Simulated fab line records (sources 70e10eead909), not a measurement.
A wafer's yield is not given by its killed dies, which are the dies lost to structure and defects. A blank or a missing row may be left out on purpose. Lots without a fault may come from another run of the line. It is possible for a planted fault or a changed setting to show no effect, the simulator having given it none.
Which tool was responsible? || flow nand harc || at 1 step of a route of 1159, 24 lots with 72 wafers sampled

== WHAT THE GAUGES SHOWED, per wafer ==
NHARC_A_CHANNEL_HOLE_D1_CD_MEAS_30. Usual: cd nm 90.3 nm, standard deviation 1.2.
{"lot": "L074", "measured": "day 8 07:35", "on": "cd sem-02", "cd nm (nm)": "90.6 88.6 90.9", "flag": ""}
{"lot": "L076", "measured": "day 9 08:28", "on": "cd sem-03", "cd nm (nm)": "89.1 89.5 89.4", "flag": ""}
{"lot": "L075", "measured": "day 9 08:35", "on": "cd sem-03", "cd nm (nm)": "90.2 89.5 89.6", "flag": ""}
{"lot": "L077", "measured": "day 9 12:37", "on": "cd sem-01", "cd nm (nm)": "88.1 88.4 91.0", "flag": ""}
{"lot": "L078", "measured": "day 9 12:44", "on": "cd sem-02", "cd nm (nm)": "92.1 91.4 90.2", "flag": ""}
{"lot": "L081", "measured": "day 10 00:25", "on": "cd sem-01", "cd nm (nm)": "90.7 90.9 91.0", "flag": ""}
{"lot": "L080", "measured": "day 10 01:04", "on": "cd sem-02", "cd nm (nm)": "90.7 90.2 89.6", "flag": ""}
{"lot": "L079", "measured": "day 10 05:13", "on": "cd sem-03", "cd nm (nm)": "90.5 90.6 89.6", "flag": ""}
{"lot": "L082", "measured": "day 10 07:56", "on": "cd sem-02", "cd nm (nm)": "90.4 90.4 91.0", "flag": ""}
{"lot": "L083", "measured": "day 10 21:04", "on": "cd sem-03", "cd nm (nm)": "89.7 91.0 88.9", "flag": ""}
{"lot": "L086", "measured": "day 11 15:02", "on": "cd sem-03", "cd nm (nm)": "91.9 89.4 91.4", "flag": ""}
{"lot": "L084", "measured": "day 11 15:17", "on": "cd sem-03", "cd nm (nm)": "89.3 89.8 90.9", "flag": ""}
{"lot": "L087", "measured": "day 11 19:11", "on": "cd sem-02", "cd nm (nm)": "89.7 90.0 88.8", "flag": ""}
{"lot": "L085", "measured": "day 12 04:13", "on": "cd sem-03", "cd nm (nm)": "92.7 91.9 92.7", "flag": ""}
{"lot": "L089", "measured": "day 12 05:12", "on": "cd sem-01", "cd nm (nm)": "88.7 91.4 89.1", "flag": ""}
{"lot": "L088", "measured": "day 12 08:31", "on": "cd sem-02", "cd nm (nm)": "90.5 90.7 91.2", "flag": ""}
{"lot": "L091", "measured": "day 12 12:41", "on": "cd sem-01", "cd nm (nm)": "90.0 91.1 91.7", "flag": ""}
{"lot": "L090", "measured": "day 12 13:17", "on": "cd sem-02", "cd nm (nm)": "90.6 89.0 89.1", "flag": ""}
{"lot": "L093", "measured": "day 12 23:13", "on": "cd sem-01", "cd nm (nm)": "89.4 89.8 91.9", "flag": ""}
{"lot": "L092", "measured": "day 12 23:45", "on": "cd sem-03", "cd nm (nm)": "90.2 90.8 90.1", "flag": ""}
{"lot": "L094", "measured": "day 13 07:13", "on": "cd sem-01", "cd nm (nm)": "92.3 91.7 91.8", "flag": ""}
{"lot": "L095", "measured": "day 13 21:47", "on": "cd sem-02", "cd nm (nm)": "89.6 89.0 88.6", "flag": ""}
{"lot": "L096", "measured": "day 13 22:20", "on": "cd sem-02", "cd nm (nm)": "92.0 91.2 92.1", "flag": ""}
{"lot": "L097", "measured": "day 14 18:58", "on": "cd sem-03", "cd nm (nm)": "87.9 89.0 89.1", "flag": ""}

== TOOL THAT RAN EACH LOT (tool first, then ch and the chambers of the sampled wafers, then the start) ==
The record shows no process step preceding these readings.

== AS READ BY THE TOOLS THEMSELVES (means over the sampled wafers that have a number; for cases with no such wafer, the mark the record gives instead) ==
The record holds no such reading with a usual standard deviation.

== THE ANSWER, worked out from the rows above alone ==
Rule: a lot counts as off when the mean over its wafers that have a number is more than 3 standard deviations away from the usual mean. Also off: a lot with no number at a reading for which 4 or more lots have one. Where the step has rows for the other lots, those lots are counted as sound. Order of review: gauges by route order, followed by the tools' own readings, for which a lot's mean as printed above is used. At the first step where some lot is off, the reading lying furthest off is the one used; lots without a number count as furthest.
Across all readings shown, no lot is off: no conclusion can be drawn from this.

== WHAT HAD BEEN PUT IN BY THE SIMULATOR ==
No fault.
